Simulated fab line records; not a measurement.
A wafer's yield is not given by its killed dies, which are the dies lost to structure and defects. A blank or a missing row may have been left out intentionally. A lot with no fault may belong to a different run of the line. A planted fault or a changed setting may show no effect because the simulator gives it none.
A lot that was struck, set against a sound lot + flow n5-finfet + 22 steps out of a route of 1938
Sound: these wafers, L322.2, L322.3, L322.6. Struck: wafers L334.3, L334.5, L334.6. The cause is named last.
For every step that has rows: the tool of each side, followed by ch and its chambers, followed by its first start. Under that, the readings that differ: sound wafers + struck wafers + difference of the means + sigmas: that difference in standard deviations of wafers without a fault.
alike: readings whose means differ by less than 2 such deviations, and words and numbers that are the same on both sides. not compared: withheld readings, readings that some wafer has no value for, bounds like >300 that may hide the same value, and numbers for which the record gives no deviation and whose values overlap.
Wherever a step has rows on one side only, a row that says differs or no value, or a row with sigmas, the two part there. Numbers that don't overlap but have no deviation are shown without sigmas and don't part them. A reading that every wafer of one side lacks parts them only if that side has two wafers or more.

first, 11 steps without rows for these wafers: N5_FIN_SAQP_STRIP_74 (strips in CHF3/O2); N5_FIN_SAQP_MANDREL_ETCH_22 (etches a-Si in HBr/Cl2, stops on SiNx, target depth 60 nm, bt time 10 s, time 30 s); N5_FIN_SAQP_STRIP_55 (strips in N2/H2); N5_FIN_SAQP_STRIP_23 (strips in SPM, time 750 s); N5_FIN_SAQP_SRD_66 (time 30 s); N5_FIN_SAQP_RECESS_75 (chemistry HF/NH3, target SiO2, target depth 14.4 nm, afs cycles 3, sublimation time 60 s); N5_FIN_SAQP_SPACER1_ALD_24 (deposits SiO2, target thk 20.3 nm, pulse time 1 s, purge time 2 s); N5_FIN_SAQP_SPACER1_ETCHBACK_25 (etches SiO2 in CHF3/O2, target depth 24.4 nm, time 12.2 s); N5_FIN_SAQP_MANDREL1_REMOVE_56 (chemistry HBr/Cl2/O2, target a-Si, stops on SiNx, bt time 10 s); N5_FIN_SAQP_ETCH_57 (etches SiNx in CH3F/O2, target depth 32.5 nm, time 46.4 s); N5_FIN_SAQP_ETCH_65 (etches SiO2 in CF4, target depth 4 nm, time 4.4 s).
N5_FIN_SAQP_MANDREL_ETCH_58: etches a-Si in HBr/Cl2, stops on SiNx, target depth 45 nm, bt time 10 s, time 27 s.
  sound on rie-si-01 ch 0,2, day 3 18:23; struck on rie-si-06 ch 0,1,3, day 6 18:12
  no value came back on the struck wafers for any of 6 readings (HBr_flow_sccm (sccm), bias-w (W) and others); on the sound wafers HBr_flow_sccm (sccm) reads 149.5 150.9 150.2
  not compared: rf-hours-counter-h
then, 2 steps without rows for these wafers: N5_FIN_SAQP_RECESS_63 (chemistry HF/NH3, target SiO2, target depth 18 nm, afs cycles 3, sublimation time 60 s); N5_FIN_SAQP_COAT_68 (time 60 s, resist thk 100 nm).
N5_FIN_SAQP_ETCH_69: etches SOC in N2/H2, stops on SiNx, target depth 150 nm.
  sound on rie-diel-03 ch 0,1, day 3 18:55; struck on rie-diel-01 ch 0,3, day 6 18:51
| reading               | sound          | struck         | difference | sigmas |
|-----------------------|----------------|----------------|------------|--------|
| oes-product-au (a.u.) | 0.75 0.71 0.74 | 0.28 0.28 0.29 | -0.45      | -7     |
  alike: bias-w, chamber-pressure-mTorr, drypump-motor-current-A, h2-flow-sccm, rf-vpp-V, showerhead-plenum-p-Torr, throttle-valve-pct
  not compared: rf-hours-counter-h
then, 3 steps without rows for these wafers: N5_FIN_SAQP_STRIP_70 (strips in N2/H2); N5_FIN_SAQP_RECESS_71 (chemistry HF/NH3, target SiO2, target depth 3 nm, afs cycles 1, sublimation time 60 s); N5_FIN_SAQP_SPACER2_ALD_28 (deposits SiO2, target thk 8.1 nm, pulse time 1 s, purge time 2 s).
N5_FIN_SAQP_SPACER2_ETCHBACK_29: etches SiO2 in CHF3/O2, target depth 12.2 nm, time 6.1 s.
  sound on rie-diel-03 ch 1,2,3, day 3 19:33; struck on rie-diel-01 ch 1,2,3, day 6 19:30
| reading               | sound          | struck         | difference | sigmas |
|-----------------------|----------------|----------------|------------|--------|
| oes-product-au (a.u.) | 0.69 0.88 0.70 | 0.27 0.27 0.28 | -0.48      | -8     |
  alike: drypump-motor-current-A, oes_ar_750_au, rf-vpp-V, showerhead-plenum-p-Torr, throttle-valve-pct
  not compared: rf-hours-counter-h
then, 1 step without rows for these wafers: N5_FIN_SAQP_MANDREL2_REMOVE_60 (chemistry HBr/Cl2/O2, target a-Si, stops on SiNx, bt time 10 s).
N5_BEOL_M4_RC_MEAS_101:
  the record has rows for the sound wafers here (prober-01 ch 0, day 11 04:07) and none for the struck ones
-- a jump in the record: the struck wafers' starts before and after are 11 days apart (it breaks off in module BEOL_M4 and resumes in module PASSIVATION, where the first step shown is number 1936 of the route) --
N5_PASSIVATION_PROBE_49:
  sound: prober-01 at day 15 06:41; struck: prober-01 at day 17 21:41
| reading                  | sound     | struck         | difference | sigmas      |
|--------------------------|-----------|----------------|------------|-------------|
| defect-limited-yield (%) | 88.9 91.1 | 0 0 0          | -90        | -60         |
| killed-at-front-end      | 50 50     | 1131 1119 1135 | +1078      | +83         |
| killed-dies              | 131 105   | 1180 1180 1180 | +1062      | +62         |
| killed-on-rim            | 19 16     | 152 152 152    | +134       | +32         |
| sort_bin_5_function (%)  | 6.6 6.0   | 96.9 96.2 97.4 | +90.5      | +99 or more |
| sort-n-pass              | 1049 1075 | 0 0 0          | -1062      | -62         |
| sort-yield-pct (%)       | 88.9 91.1 | 0 0 0          | -90        | -60         |
  alike: killed_at_M0_to_M3, killed_at_M4_up, killed-at-contacts, killed-at-other, killed-open, killed-short, sort_bin_6_memory, sort_bin_8_speed

## WHERE THEY PART
Last at N5_PASSIVATION_PROBE_49 as far as this record goes, first at N5_FIN_SAQP_MANDREL_ETCH_58.

WHY: whatever the simulator had introduced
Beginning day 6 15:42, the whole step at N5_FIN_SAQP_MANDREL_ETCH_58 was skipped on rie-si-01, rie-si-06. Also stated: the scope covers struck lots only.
